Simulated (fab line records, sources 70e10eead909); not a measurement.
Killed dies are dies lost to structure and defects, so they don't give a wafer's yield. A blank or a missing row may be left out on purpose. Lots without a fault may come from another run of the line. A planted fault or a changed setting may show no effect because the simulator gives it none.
fab line records | flow nand_harc
record lots=6 wafers=18 last_day=24
route steps=1159 shown A_M1@1047 A_BONDPAD@1059 END@1159
lots that met no fault: from a run of the same line without faults
start_h: hours from the record's first day to the start of the lot's first wafer shown | wait_h: hours since the lot's step before | " the same as in the row above | L1.1+2: a row that stands for several wafers | - no value, or no start given | * or withheld: withheld | < > ~ a bound
route shown NAME@n: a module of which the file shows steps, and the number in the route of the first | usual: mean/standard deviation of fault-free wafers | same: alike in all rows | chamber/n: place in a boat | sites: the reading at each site | _std_site: their standard deviation | _edge_site: outer sites' mean less inner sites' | radius_mm: how far each site lies from the wafer's centre | mask NAME#n: copy n | behind: the tool/chamber that last shaped the wafer | hold: why the lot was held/for how many hours/how that ended | device: the transistor (n, p or np) that didn't switch | end of line: the same wafers' tests at the end of the route | a step without rows: its recipe alone | killed: dies lost to structure and defects at the first sort, not the wafer's yield | map: a wafer's dies, x killed, . not, _ none there
set.NAME: the setting as run; set.NAME@STEP: as run at that earlier step | model.NAME: the simulator's own value behind a step, which no gauge read
lots at some steps of the route; a table a step, a row a wafer
services: from which hour (start_h, from the record's first day; less than 0 if before it) a tool's chamber was out of use, for how many hours, and why
## steps
# step NHARC_A_M1_PRE_CLEAN_30
# recipe time_s=30 temp_c=280 gas=H2/He
# usual heater_power_w=415/29
# columns lot.wafer tool chamber start_h wait_h heater_power_w
L285.3 pvd_sputter-02 - - - 413
L285.1 " - " " 390
L285.2 " - " " 418
L293.1 pvd_sputter-02 - - - 414
L293.3 " - " " 402
L293.5 " - " " 379
L290.4 pvd_sputter-02 - - - 424
L290.1 " - " " 362
L290.5 " - " " 402
L296.3 pvd_sputter-02 - - - 375
L296.2 " - " " 417
L296.5 " - " " 423
L298.2 pvd_sputter-01 - - - 393
L298.3 " - " " 400
L298.5 " - " " 401
L303.3 pvd_sputter-02 - - - 416
L303.4 " - " " 417
L303.6 " - " " 414
# step NHARC_A_M1_PVD_20
# recipe target_thk_a=50 bias_v=168.6 power_w=15000 chamber_pressure_pa=0.12 time_s=8.06 substrate_temp_c=50 material=TaN
# usual chamber_pressure_pa=0.11999/0.00024 throttle_valve_pct=30.3/1.1
# columns lot.wafer tool chamber start_h wait_h chamber_pressure_pa throttle_valve_pct
L285.3 pvd_sputter-02 - - - 0.11991 31.2
L285.1 " - " " 0.11966 30.7
L285.2 " - " " 0.11987 31.6
L293.3 pvd_sputter-02 - - - 0.12016 30.5
L293.1 " - " " 0.11989 29.4
L293.5 " - " " 0.11973 31.5
L290.4 pvd_sputter-02 - - - 0.12039 31.2
L290.1 " - " " 0.12018 30.6
L290.5 " - " " 0.12017 31.3
L296.3 pvd_sputter-02 - - - 0.12011 30.6
L296.2 " - " " 0.12014 31.7
L296.5 " - " " 0.11981 30.8
L298.2 pvd_sputter-01 - - - 0.12011 30.7
L298.3 " - " " 0.12005 29.4
L298.5 " - " " 0.12014 30.9
L303.3 pvd_sputter-02 - - - 0.12 31.3
L303.4 " - " " 0.11941 31.5
L303.6 " - " " 0.11983 31.6
# step NHARC_A_M1_PVD_21
# recipe target_thk_a=300 chamber_pressure_pa=5 power_w=5000 substrate_temp_c=30 time_s=20.49 material=Cu
# step NHARC_A_M1_ECD_22
# recipe target_thk_a=4000 bath_temp_c=25 material=Cu
# step NHARC_A_M1_ANNEAL_31
# recipe temp_c=225 time_s=90
# usual wafer_temp_C_max=225.9/0.35
# columns lot.wafer tool chamber start_h wait_h wafer_temp_C_max
L285.1 rtp_anneal-02 0 411.15 - 225.4
L285.2 " 0 " " 225.8
L285.3 " 0 " " 225.6
L293.1 rtp_anneal-01 0 459.61 - 225.9
L293.3 " 0 " " 226.5
L293.5 " 0 " " 226.0
L290.1 rtp_anneal-01 0 460.68 0.3 226.0
L290.4 " 0 " " 226.2
L290.5 " 0 " " 225.9
L296.2 rtp_anneal-01 0 479.08 0.4 225.7
L296.3 " 0 " " 225.9
L296.5 " 0 " " 225.8
L298.2 rtp_anneal-01 0 490.26 0.4 225.9
L298.3 " 0 " " 226.0
L298.5 " 0 " " 226.0
L303.3 rtp_anneal-02 0 529.12 0.4 225.6
L303.4 " 0 " " 225.5
L303.6 " 0 " " 225.5
# step NHARC_A_M1_CMP_23
# recipe t_overpolish_s=20 target_thk_nm=154.34
# usual motor_current_A=12.1/1.4 time_to_endpoint_s=29/3.2
# columns lot.wafer tool chamber start_h wait_h motor_current_A time_to_endpoint_s
L285.2 cmp-01 1 411.52 - 11.6 24
L285.3 " 2 " " 12.5 28
L285.1 " 3 " " 12.7 30
L293.3 cmp-02 0 459.99 - 11.1 33
L293.1 " 1 " " 11.2 25
L293.5 " 0 " " 11.5 31
L290.1 cmp-03 1 461.03 - 15.4 26
L290.4 " 0 " " 11.5 32
L290.5 " 1 " " 15.3 24
L296.2 cmp-01 0 479.45 - 12.2 33
L296.3 " 1 " " 12.1 27
L296.5 " 3 " " 12.4 35
L298.2 cmp-03 1 490.58 - 14.9 26
L298.3 " 3 " " 11.4 25
L298.5 " 1 " " 15.7 25
L303.3 cmp-02 1 529.40 - 11.5 26
L303.4 " 3 " " 11.5 30
L303.6 " 1 " " 11.6 27
# step NHARC_A_M1_THK_MEAS_24
# recipe thk_meas_gauge=xrf
# usual thk_nm=154.7/1.5
# columns lot.wafer tool chamber start_h wait_h thk_nm
L285.1 film_metro-01 - 411.81 - 154.2
L285.2 " - " " 154.7
L285.3 " - " " 155.2
L293.1 film_metro-02 - 460.27 - 155.9
L293.3 " - " " 157.6
L293.5 " - " " 155.7
L290.1 film_metro-01 - 461.35 - 153.4
L290.4 " - " " 156.3
L290.5 " - " " 153.0
L296.2 film_metro-02 - 479.70 - 156.7
L296.3 " - " " 156.2
L296.5 " - " " 156.9
L298.2 film_metro-01 - 490.87 - 155.2
L298.3 " - " " 153.1
L298.5 " - " " 152.5
L303.3 film_metro-02 - 529.69 - 154.0
L303.4 " - " " 154.5
L303.6 " - " " 153.7
# step NHARC_A_M1_SRD_25
# step NHARC_A_M1_INSPECT_27
# usual raw_defect_count=482/140
# columns lot.wafer tool chamber start_h wait_h raw_defect_count
L285.1 defect_inspect-02 - 411.96 0.0 688
L285.2 " - " " 773
L285.3 " - " " 512
L293.1 defect_inspect-02 - 460.43 0.0 461
L293.3 " - " " 501
L293.5 " - " " 656
L290.1 defect_inspect-02 - 461.50 0.0 475
L290.4 " - " " 450
L290.5 " - " " 415
L296.2 defect_inspect-02 - 479.87 0.0 427
L296.3 " - " " 463
L296.5 " - " " 618
L298.2 defect_inspect-02 - 491.03 0.0 311
L298.3 " - " " 306
L298.5 " - " " 526
L303.3 defect_inspect-02 - 529.84 0.0 539
L303.4 " - " " 370
L303.6 " - " " 356
# step NHARC_A_M1_PRE_CLEAN_32
# recipe time_s=12 temp_c=370 rf_power_w=300 gas=NH3
# step NHARC_A_M1_DEP_33
# recipe target_thk_a=300 temp_c=370 target_thk_nm=30 pressure_torr=3 flow_sccm=200 rf_w=450 material=SiCN
# usual chamber_pressure_Torr=2.999/0.0063 heater_power_outer_w=337/49 heater_power_w=584/69
# columns lot.wafer tool chamber start_h wait_h chamber_pressure_Torr heater_power_outer_w heater_power_w
L285.2 pecvd-04 0 412.60 0.1 2.997 453 761
L285.3 " 1 " " 2.999 324 602
L285.1 " 2 " " 2.998 324 578
L293.1 pecvd-01 0 460.57 0.1 2.998 361 544
L293.3 " 1 " " 2.997 302 547
L293.5 " 2 " " 2.992 328 535
L290.1 pecvd-01 2 461.65 0.1 2.998 316 524
L290.4 " 2 " " 2.993 319 540
L290.5 " 0 " " 2.996 334 499
L296.3 pecvd-04 2 480.18 0.1 2.997 272 514
L296.2 " 0 " " 2.999 432 756
L296.5 " 1 " " 2.998 298 576
L298.2 pecvd-03 0 491.22 0.1 2.993 343 584
L298.3 " 1 " " 3.003 410 634
L298.5 " 1 " " 3.003 405 674
L303.3 pecvd-03 0 530.03 0.1 2.999 276 507
L303.4 " 2 " " 2.995 309 562
L303.6 " 1 " " 3.003 407 652
# step NHARC_A_BONDPAD_DEP_00
# recipe target_thk_a=2500 temp_c=370 target_thk_nm=250 pressure_torr=3 flow_sccm=200 rf_w=450 material=SiCN
# usual chamber_pressure_Torr=3.000/0.0065 heater_power_outer_w=330/45 heater_power_w=586/92
# columns lot.wafer tool chamber start_h wait_h chamber_pressure_Torr heater_power_outer_w heater_power_w
L285.1 pecvd-03 0 413.15 - 2.998 326 564
L285.3 " 1 " " 3.001 383 602
L285.2 " 2 " " 2.996 303 578
L293.3 pecvd-01 2 461.13 - - - -
L293.1 " 1 " " - - -
L293.5 " 1 " " - - -
L290.1 pecvd-02 1 462.27 - - - -
L290.4 " 0 " " - - -
L290.5 " 1 " " - - -
L296.3 pecvd-02 2 480.73 - 3.009 293 552
L296.2 " 0 " " 2.989 278 476
L296.5 " 2 " " 3.003 298 579
L298.3 pecvd-03 1 491.73 - 3.004 368 578
L298.2 " 0 " " 2.984 301 537
L298.5 " 2 " " 2.989 289 532
L303.3 pecvd-02 0 530.58 - 2.994 297 487
L303.6 " 2 " " 2.993 356 635
L303.4 " 0 " " 3.007 302 514
# step NHARC_A_BONDPAD_CMP_29
# recipe target_thk_nm=200 material=SiCN
# step NHARC_A_BONDPAD_SRD_31
# step NHARC_END_SORT_01
# recipe temp_c=25
# usual defect_limited_yield=95.3/1.5 killed_at_array=28/10 killed_at_other=0.6/1.1 killed_at_periphery=3.6/2.6 killed_dies=32/10 killed_open=3.3/1.8 killed_short=1.9/1.4 sort_bin_2_pct=1.5/0.61 sort_bin_3_pct=0.27/0.2 sort_bin_4_pct=3.0/1 sort_n_pass=645/10 sort_rim_yield_pct=97.3/1.9 sort_yield_pct=95.3/1.5
# same gross_dies=677 sort_bin_5_pct[%]=0 sort_bin_6_pct[%]=0 sort_bin_7_pct[%]=0 sort_bin_8_pct[%]=0 sort_rim_n_gross=106.00
# columns lot.wafer tool chamber start_h wait_h defect_limited_yield[%] killed_at_array killed_at_other killed_at_periphery killed_dies killed_open killed_short sort_bin_2_pct[%] sort_bin_3_pct[%] sort_bin_4_pct[%] sort_n_pass sort_rim_yield_pct[%] sort_yield_pct[%]
L285.1 prober-02 0 441.05 2.5 96.3 24 0 1 25 3 1 0.9 0.30 2.5 652 99.1 96.3
L285.2 prober-02 0 441.85 2.8 96.2 20 0 6 26 1 4 1.0 0.15 2.7 651 99.1 96.2
L285.3 prober-02 0 442.65 3.1 95.7 22 0 7 29 1 0 1.6 0.30 2.4 648 95.3 95.7
L293.1 prober-01 0 492.53 2.5 0 673 1 3 677 4 2 98.5 0.15 1.3 0 0 0
L293.3 prober-01 0 494.12 3.1 0 674 1 2 677 1 2 98.4 0.30 1.3 0 0 0
L293.5 prober-01 0 495.71 3.7 0 670 3 4 677 5 0 97.3 0.44 2.2 0 0 0
L290.1 prober-02 0 492.54 2.5 0 673 0 4 677 4 0 96.5 0.15 3.4 0 0 0
L290.4 prober-02 0 494.94 3.4 0 671 0 6 677 4 1 96.6 0.15 3.2 0 0 0
L290.5 prober-02 0 495.74 3.7 0 676 0 1 677 0 1 97.3 0.15 2.5 0 0 0
L296.2 prober-01 0 514.56 2.8 96.0 23 1 3 27 3 2 0.6 0 3.4 650 97.2 96.0
L296.3 prober-01 0 515.36 3.1 93.8 39 1 2 42 6 3 1.6 0.44 4.1 635 94.3 93.8
L296.5 prober-01 0 516.95 3.7 97.0 17 0 3 20 2 2 1.0 0 1.9 657 100.0 97.0
L298.2 prober-01 0 523.99 2.8 96.5 20 0 4 24 2 1 1.0 0.30 2.2 653 99.1 96.5
L298.3 prober-01 0 524.80 3.1 95.0 28 0 6 34 4 1 2.1 0.15 2.8 643 99.1 95.0
L298.5 prober-01 0 526.40 3.7 94.8 33 0 2 35 7 1 1.3 0.44 3.4 642 99.1 94.8
L303.3 prober-01 0 567.34 6.0 95.3 29 1 2 32 5 1 1.0 0.30 3.4 645 94.3 95.3
L303.4 prober-01 0 568.15 6.3 95.6 27 1 2 30 3 2 1.0 0.30 3.1 647 99.1 95.6
L303.6 prober-01 0 569.78 6.9 96.2 26 0 0 26 0 1 1.5 0.15 2.2 651 94.3 96.2
# killed by level:class
L285.1 A_CHANNEL_HOLE_D1:chamber_film_flake=16 A_M0:geometric_particle:open=2 A_STAIRCASE:chamber_film_flake=2 A_ONON_D1:geometric_particle:short=1 A_CONTACT:geometric_particle:open=1 P_M1:chamber_film_flake=1 A_WL_FILL:chamber_film_flake=1 A_CONTACT:chamber_film_flake=1
L285.2 A_CHANNEL_HOLE_D1:chamber_film_flake=14 P_GATE:chamber_film_flake=2 P_CONTACT:geometric_particle:short=1 P_M0:geometric_particle:short=1 A_ONON_D1:geometric_particle:short=1 A_CHANNEL_FILL_D1:geometric_particle:short=1 A_CONTACT:geometric_particle:open=1 P_ZERO_WELL:chamber_film_flake=1
L285.3 A_CHANNEL_HOLE_D1:chamber_film_flake=15 A_STAIRCASE:chamber_film_flake=6 P_M1:chamber_film_flake=4 P_CONTACT:geometric_particle:open=1 P_ZERO_WELL:chamber_film_flake=1 P_STI:chamber_film_flake=1 A_WL_FILL:chamber_film_flake=1
L293.1 A_BONDPAD:area_dep=661 A_CHANNEL_HOLE_D1:chamber_film_flake=5 A_WL_FILL:geometric_particle:open=3 A_WL_FILL:geometric_particle:short=2 P_ZERO_WELL:chamber_film_flake=2 P_GATE:geometric_particle:open=1 A_STAIRCASE:chamber_film_flake=1 A_CONTACT:chamber_film_flake=1
L290.1 A_BONDPAD:area_dep=642 A_CHANNEL_HOLE_D1:chamber_film_flake=21 A_CHANNEL_FILL_D1:chamber_film_flake=3 A_CONTACT:chamber_film_flake=3 A_CHANNEL_FILL_D1:geometric_particle:open=2 P_M1:chamber_film_flake=2 P_M2:geometric_particle:open=1 A_SLIT:geometric_particle:open=1
L293.3 A_BONDPAD:area_dep=660 A_CONTACT:chamber_film_flake=5 P_STI:chamber_film_flake=2 A_CHANNEL_HOLE_D1:chamber_film_flake=2 A_CHANNEL_FILL_D1:chamber_film_flake=2 A_SLIT:geometric_particle:open=1 A_CONTACT:geometric_particle:short=1 STARTING-WAFER:geometric_particle:short=1
L290.4 A_BONDPAD:area_dep=645 A_CHANNEL_HOLE_D1:chamber_film_flake=16 A_CHANNEL_FILL_D1:chamber_film_flake=3 A_CONTACT:geometric_particle:open=2 P_GATE:chamber_film_flake=2 P_M1:chamber_film_flake=2 P_CONTACT:geometric_particle:open=1 A_CHANNEL_HOLE_D1:geometric_particle:open=1
L293.5 A_BONDPAD:area_dep=651 A_STAIRCASE:chamber_film_flake=4 A_SLIT:chamber_film_flake=4 P_ZERO_WELL:chamber_film_flake=3 A_CHANNEL_HOLE_D1:chamber_film_flake=3 THIN_TSV:chamber_film_flake=3 A_M0:geometric_particle:open=2 A_CONTACT:chamber_film_flake=2
L290.5 A_BONDPAD:area_dep=653 A_CHANNEL_HOLE_D1:chamber_film_flake=12 A_CHANNEL_FILL_D1:chamber_film_flake=2 A_STAIRCASE:chamber_film_flake=2 A_WL_FILL:chamber_film_flake=2 A_CONTACT:chamber_film_flake=2 A_ONON_D1:geometric_particle:short=1 P_M1:chamber_film_flake=1
L296.2 A_SLIT:chamber_film_flake=10 A_CHANNEL_HOLE_D1:chamber_film_flake=5 A_CONTACT:chamber_film_flake=3 A_STAIRCASE:chamber_film_flake=2 P_GATE:geometric_particle:open=1 P_M0:geometric_particle:open=1 A_CHANNEL_HOLE_D1:geometric_particle:short=1 A_SGD_CUT:geometric_particle:short=1
L296.3 A_SLIT:chamber_film_flake=18 A_CHANNEL_HOLE_D1:chamber_film_flake=6 A_STAIRCASE:chamber_film_flake=4 A_CONTACT:geometric_particle:open=2 A_WL_FILL:chamber_film_flake=2 P_CONTACT:geometric_particle:open=1 P_CONTACT:geometric_particle:short=1 A_ONON_D1:geometric_particle:open=1
L296.5 A_SLIT:chamber_film_flake=11 A_STAIRCASE:chamber_film_flake=2 P_GATE:geometric_particle:short=1 P_CONTACT:geometric_particle:open=1 A_ONON_D1:geometric_particle:short=1 A_CHANNEL_FILL_D1:geometric_particle:open=1 P_ZERO_WELL:chamber_film_flake=1 A_WL_FILL:chamber_film_flake=1
L298.2 A_CHANNEL_HOLE_D1:chamber_film_flake=15 P_M0:chamber_film_flake=2 A_SOURCE_PLATE:geometric_particle:open=1 A_SGD_CUT:geometric_particle:short=1 A_M1:geometric_particle:open=1 P_CONTACT:chamber_film_flake=1 P_M2:chamber_film_flake=1 A_STAIRCASE:chamber_film_flake=1
L298.3 A_CHANNEL_HOLE_D1:chamber_film_flake=22 P_M0:chamber_film_flake=4 A_STAIRCASE:chamber_film_flake=3 P_M0:geometric_particle:open=2 A_ONON_D1:geometric_particle:short=1 A_ONON_D1:geometric_particle:open=1 A_BLC:geometric_particle:open=1
L298.5 A_CHANNEL_HOLE_D1:chamber_film_flake=22 A_CONTACT:geometric_particle:open=2 A_CONTACT:chamber_film_flake=2 P_M1:geometric_particle:open=1 A_ONON_D1:geometric_particle:open=1 A_CHANNEL_HOLE_D1:geometric_particle:open=1 A_CHANNEL_HOLE_D1:geometric_particle:short=1 A_CHANNEL_FILL_D1:geometric_particle:open=1
L303.3 A_SLIT:chamber_film_flake=13 A_CHANNEL_HOLE_D1:chamber_film_flake=7 A_CONTACT:chamber_film_flake=4 P_M1:geometric_particle:open=1 A_SOURCE_PLATE:geometric_particle:open=1 A_ONON_D1:geometric_particle:open=1 A_BLC:geometric_particle:open=1 A_M0:geometric_particle:short=1
L303.4 A_SLIT:chamber_film_flake=12 A_CHANNEL_HOLE_D1:chamber_film_flake=5 A_STAIRCASE:chamber_film_flake=3 A_CONTACT:chamber_film_flake=3 P_M2:geometric_particle:open=1 A_WL_FILL:geometric_particle:short=1 A_M0:geometric_particle:open=1 A_M1:geometric_particle:short=1
L303.6 A_SLIT:chamber_film_flake=14 A_CONTACT:chamber_film_flake=6 A_CHANNEL_HOLE_D1:chamber_film_flake=4 A_SOURCE_PLATE:geometric_particle:short=1 A_STAIRCASE:chamber_film_flake=1
# map L290.1 (x killed, . not)
____________x____________
_________xxxxxxx_________
_______xxxxxxxxxxx_______
______xxxxxxxxxxxxx______
_____xxxxxxxxxxxxxxx_____
____xxxxxxxxxxxxxxxxx____
____xxxxxxxxxxxxxxxxx____
___xxxxxxxxxxxxxxxxxxx___
___xxxxxxxxxxxxxxxxxxx___
__xxxxxxxxxxxxxxxxxxxxx__
__xxxxxxxxxxxxxxxxxxxxx__
_xxxxxxxxxxxxxxxxxxxxxxx_
_xxxxxxxxxxxxxxxxxxxxxxx_
_xxxxxxxxxxxxxxxxxxxxxxx_
_xxxxxxxxxxxxxxxxxxxxxxx_
_xxxxxxxxxxxxxxxxxxxxxxx_
xxxxxxxxxxxxxxxxxxxxxxxxx
xxxxxxxxxxxxxxxxxxxxxxxxx
xxxxxxxxxxxxxxxxxxxxxxxxx
xxxxxxxxxxxxxxxxxxxxxxxxx
xxxxxxxxxxxxxxxxxxxxxxxxx
_xxxxxxxxxxxxxxxxxxxxxxx_
_xxxxxxxxxxxxxxxxxxxxxxx_
_xxxxxxxxxxxxxxxxxxxxxxx_
_xxxxxxxxxxxxxxxxxxxxxxx_
_xxxxxxxxxxxxxxxxxxxxxxx_
__xxxxxxxxxxxxxxxxxxxxx__
__xxxxxxxxxxxxxxxxxxxxx__
___xxxxxxxxxxxxxxxxxxx___
___xxxxxxxxxxxxxxxxxxx___
____xxxxxxxxxxxxxxxxx____
____xxxxxxxxxxxxxxxxx____
_____xxxxxxxxxxxxxxx_____
______xxxxxxxxxxxxx______
_______xxxxxxxxxxx_______
_________xxxxxxx_________
____________x____________
# map L293.1 (x killed, . not)
____________x____________
_________xxxxxxx_________
_______xxxxxxxxxxx_______
______xxxxxxxxxxxxx______
_____xxxxxxxxxxxxxxx_____
____xxxxxxxxxxxxxxxxx____
____xxxxxxxxxxxxxxxxx____
___xxxxxxxxxxxxxxxxxxx___
___xxxxxxxxxxxxxxxxxxx___
__xxxxxxxxxxxxxxxxxxxxx__
__xxxxxxxxxxxxxxxxxxxxx__
_xxxxxxxxxxxxxxxxxxxxxxx_
_xxxxxxxxxxxxxxxxxxxxxxx_
_xxxxxxxxxxxxxxxxxxxxxxx_
_xxxxxxxxxxxxxxxxxxxxxxx_
_xxxxxxxxxxxxxxxxxxxxxxx_
xxxxxxxxxxxxxxxxxxxxxxxxx
xxxxxxxxxxxxxxxxxxxxxxxxx
xxxxxxxxxxxxxxxxxxxxxxxxx
xxxxxxxxxxxxxxxxxxxxxxxxx
xxxxxxxxxxxxxxxxxxxxxxxxx
_xxxxxxxxxxxxxxxxxxxxxxx_
_xxxxxxxxxxxxxxxxxxxxxxx_
_xxxxxxxxxxxxxxxxxxxxxxx_
_xxxxxxxxxxxxxxxxxxxxxxx_
_xxxxxxxxxxxxxxxxxxxxxxx_
__xxxxxxxxxxxxxxxxxxxxx__
__xxxxxxxxxxxxxxxxxxxxx__
___xxxxxxxxxxxxxxxxxxx___
___xxxxxxxxxxxxxxxxxxx___
____xxxxxxxxxxxxxxxxx____
____xxxxxxxxxxxxxxxxx____
_____xxxxxxxxxxxxxxx_____
______xxxxxxxxxxxxx______
_______xxxxxxxxxxx_______
_________xxxxxxx_________
____________x____________
## services
# columns tool chamber start_h hours kind
pvd_sputter-02 - 392.06 10.0 pm
pecvd-04 - 393.66 0.8 repair
cmp-03 - 396.11 0.4 repair
cmp-01 - 402.80 0.6 repair
cmp-01 - 414.53 0.4 repair
pecvd-01 - 418.21 13.0 pm
pecvd-03 0 420.83 2.2 repair
cmp-02 - 425.89 4.0 pm
cmp-02 - 432.81 3.2 repair
cmp-01 - 439.44 1.6 repair
cmp-03 - 450.26 4.0 pm
cmp-03 - 464.05 6.1 repair
cmp-02 - 472.24 2.0 repair
cmp-01 - 472.61 0.3 repair
pecvd-03 - 473.12 13.0 pm
cmp-01 - 473.53 4.0 pm
cmp-01 - 494.21 2.4 repair
pvd_sputter-01 - 514.00 10.0 pm
cmp-02 - 514.31 0.8 repair
pecvd-02 - 515.67 13.0 pm
cmp-02 - 523.89 4.0 pm
cmp-03 - 529.10 2.3 repair
pecvd-04 - 529.94 0.9 repair
pvd_sputter-01 - 530.50 4.3 repair
## key
first_sign step=NHARC_A_BONDPAD_DEP_00 reading=tool_record direction=missing
effect step=NHARC_END_SORT_01 reading=sort_bin_2_pct direction=up sigmas=99+ usual=1.5 struck=97.4
more_kills_born_at NHARC_A_BONDPAD_DEP_00@pecvd-01=1972 NHARC_A_BONDPAD_DEP_00@pecvd-02=1940
met_at NHARC_A_BONDPAD_DEP_00
struck_wafers L290.1,L290.4,L290.5,L293.1,L293.3,L293.5
later_rows_left_out L290.1,L290.4,L290.5,L293.1,L293.3,L293.5
fault kind=skipped_step_whole tool=pecvd-01,pecvd-02 chamber=- onset_h=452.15 steps=NHARC_A_BONDPAD_DEP_00 scope=struck_lots_only
# later_rows_left_out: the simulator's readings of these wafers behind a module that went badly wrong aren't trusted and aren't shown, but for the sort
